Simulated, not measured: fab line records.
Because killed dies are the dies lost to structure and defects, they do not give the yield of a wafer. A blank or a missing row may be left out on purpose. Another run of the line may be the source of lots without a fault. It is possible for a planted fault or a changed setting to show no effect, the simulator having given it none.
Lot-split experiment ; flow n5Finfet ; route with 1938 steps; 7 lots, 21 wafers read

== THE SPLIT ==
At N5_BEOL_M3_COAT_61 (time 60 s, resist thk 60 nm), the setting spinRpm was moved away from the recipe's 1500 rpm on 8 of the 21 wafers read, by -3.7% to +9.0%. All remaining wafers had this setting at the recipe value.

== FROM THE SPLIT TO THE READING: what the file shows between them, 9 steps ==
- N5_BEOL_M3_COAT_73: time 60 s, resist thk 5 nm (also split here: tempC)
- N5_BEOL_M3_COAT_05: resist thk 30 nm
- N5_BEOL_M3_EBR_07
- N5_BEOL_M3_ETCH_74: etches underlayer in N2/H2, target depth 6.5 nm, time 5.2 s
- N5_BEOL_M3_ETCH_63: etches SiARC in CF4, target depth 15.6 nm, time 26 s
- N5_BEOL_M3_ETCH_64: etches SOC in N2/H2, target depth 75 nm, overetch 15 nm, time 112.5 s
- N5_BEOL_M3_STRIP_65: strips in N2/H2
- N5_BEOL_M3_STRIP_75: strips in N2/H2
- N5_BEOL_M3_STRIP_66: strips in CF4

== THE READING ==
SOC_of_BEOL_M3_COAT_61.thkNm (the simulator's own value, which no gauge read), in nm, at N5_BEOL_M3_HM_OPEN_17 (chemistry Cl2/BCl3, target TiN, target depth 20 nm, overetch 6 nm). The file does not state a usual value for it. Average 52.0 nm, standard deviation 0.24 nm, over the 13 wafers here run with the recipe.

wafer;tool, chamber at the split;spinRpm as run, rpm;against the recipe;SOC_of_BEOL_M3_COAT_61.thkNm, nm;against lot-mates on the recipe
L085.1;lithoTrack-04, 0;1500;recipe;52;-
L085.2;lithoTrack-04, 0;1444;-3.7%;53.8;+1.5
L085.6;lithoTrack-04, 0;1500;recipe;52.6;-
L086.1;lithoTrack-01, 0;1500;recipe;51.8;-
L086.2;lithoTrack-01, 0;1500;recipe;51.6;-
L086.5;lithoTrack-01, 0;1624;+8.3%;49.4;-2.3
L088.1;lithoTrack-03, 0;1500;recipe;52.2;-
L088.3;lithoTrack-03, 0;1500;recipe;52.2;-
L088.2;lithoTrack-03, 0;1500;recipe;52;-
L090.1;lithoTrack-04, 0;1571;+4.7%;50.4;-1.8
L090.2;lithoTrack-04, 0;1571;+4.7%;50.8;-1.4
L090.3;lithoTrack-04, 0;1500;recipe;52.2;-
L091.3;lithoTrack-03, 0;1635;+9.0%;49.4;-2.4
L091.4;lithoTrack-03, 0;1635;+9.0%;49.6;-2.2
L091.6;lithoTrack-03, 0;1500;recipe;51.8;-
L094.2;lithoTrack-01, 0;1584;+5.6%;50.4;-1.8
L094.6;lithoTrack-01, 0;1584;+5.6%;50.4;-1.8
L094.5;lithoTrack-01, 0;1500;recipe;52.2;-
L096.3;lithoTrack-03, 0;1500;recipe;52;-
L096.4;lithoTrack-03, 0;1500;recipe;52;-
L096.5;lithoTrack-03, 0;1500;recipe;52;-

THE FIT
A straight line over all 21 wafers: SOC_of_BEOL_M3_COAT_61.thkNm changes by -0.309 nm for each +1% of spinRpm; r = -0.98; the points scatter about the line by 0.26 nm.
The same after taking each lot's own level away (the mean of its wafers on the recipe; 21 wafers): -0.29 nm for each +1%; r = -0.98; scatter 0.21 nm.
That fit puts the effect of the largest move of spinRpm on the reading at 2.6 nm.
Across the lots, their own levels run from 51.70 to 52.30 nm, a range of 2.5 times the standard deviation given above.
So the lot-to-lot level changes the slope little: the two slopes agree.
Check: for one of the wafers moved furthest among these (+9.0%), held out of the fit, the line's prediction against its lot-mates is -2.65 nm. It came out at -2.4 nm against them.

== OTHER SPLITS ON THESE WAFERS ==
Before the reading, these wafers also passed through other splits. Each is held against what the fit with the lots' levels taken away leaves over:
other split on the same wafers;wafers away from the commonest value;r with SOC_of_BEOL_M3_COAT_61.thkNm (lot level and that fit taken away)
N5_BEOL_M2_DESCUM_33 timeS;7;-0.08
N5_BEOL_M2_ETCH_69 biasW;7;-0.17
N5_BEOL_M3_COAT_73 tempC;6;+0.06

== THE WHOLE CHAIN: every reading that the file lists as answering this split, in the file's order ==
step;what it does;reading;change (the file's fit);r (the file's)
N5_BEOL_M3_COAT_61;time 60 s, resist thk 60 nm;SOC_of_BEOL_M3_COAT_61.thkNm (the simulator's own value, which no gauge read);-0.279 nm for each +1% of the setting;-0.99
N5_BEOL_M3_ETCH_64;etches SOC in N2/H2, target depth 75 nm, overetch 15 nm, time 112.5 s;etch.depthNm (the simulator's own value, which no gauge read);-0.282 nm for each +1% of the setting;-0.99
N5_BEOL_M3_HM_OPEN_17;chemistry Cl2/BCl3, target TiN, target depth 20 nm, overetch 6 nm;SOC_of_BEOL_M3_COAT_61.thkNm (the simulator's own value, which no gauge read);-0.29 nm for each +1% of the setting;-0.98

== THE FILE'S OWN FIT ==
SOC_of_BEOL_M3_COAT_61.thkNm changes by -0.29 nm for each +1% of spinRpm, r = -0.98.
